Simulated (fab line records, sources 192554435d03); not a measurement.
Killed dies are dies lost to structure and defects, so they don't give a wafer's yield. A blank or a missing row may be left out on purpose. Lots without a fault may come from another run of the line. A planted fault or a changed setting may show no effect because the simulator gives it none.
Chamber matching | flow n5_finfet | N5_BEOL_M7_STRIP_67 on rie_diel-03: 4 sister chambers
The step strips in CF4. 7 wafers are shown with their chamber, then 7 later ones without.

WAFERS WITH THEIR CHAMBER
wafer  | chamber | oes_product_au (a.u.) | throttle_valve_pct (%)
L079.2 | 1       | 0.73                  | 13.75
L082.5 | 2       | 0.71                  | 13.74
L089.3 | 0       | 0.70                  | 13.41
L089.4 | 2       | 0.70                  | 13.79
L089.5 | 1       | 0.72                  | 13.80
L090.3 | 0       | 0.71                  | 13.42
L090.4 | 3       | 0.87                  | 13.43

WAFERS WITHOUT THEIR CHAMBER
wafer  | oes_product_au (a.u.) | throttle_valve_pct (%)
L090.5 | 0.71                  | 13.42
L091.1 | 0.71                  | 13.41
L091.2 | 0.87                  | 13.42
L091.4 | 0.72                  | 13.81
L094.1 | 0.70                  | 13.43
L094.2 | 0.71                  | 13.82
L094.3 | 0.70                  | 13.79

WHICH CHAMBER EACH WENT THROUGH
wafer  | from the rows above     | in truth
L090.5 | 0                       | 0
L091.1 | 0                       | 0
L091.2 | 3                       | 3
L091.4 | can't be placed: 1 or 2 | 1
L094.1 | 0                       | 0
L094.2 | can't be placed: 2 or 1 | 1
L094.3 | 2                       | 2
Placed correctly: 5 of 7. Can't be placed from these rows: 2 (the true chamber is among the candidates in 2). Placed wrongly: 0.
How it was worked out, from the rows above alone: a wafer's distance from a chamber is the root of the sum, over the readings, of the square of ((its reading less the chamber's mean) divided by the reading's scatter). The wafer belongs to the nearest chamber; if the next one is less than 2 further off, it can't be placed. A chamber's mean is the mean of its shown wafers. The scatter: the root of (the sum of the squares of (reading less its chamber's mean) over the shown wafers, divided by (wafers less chambers)).
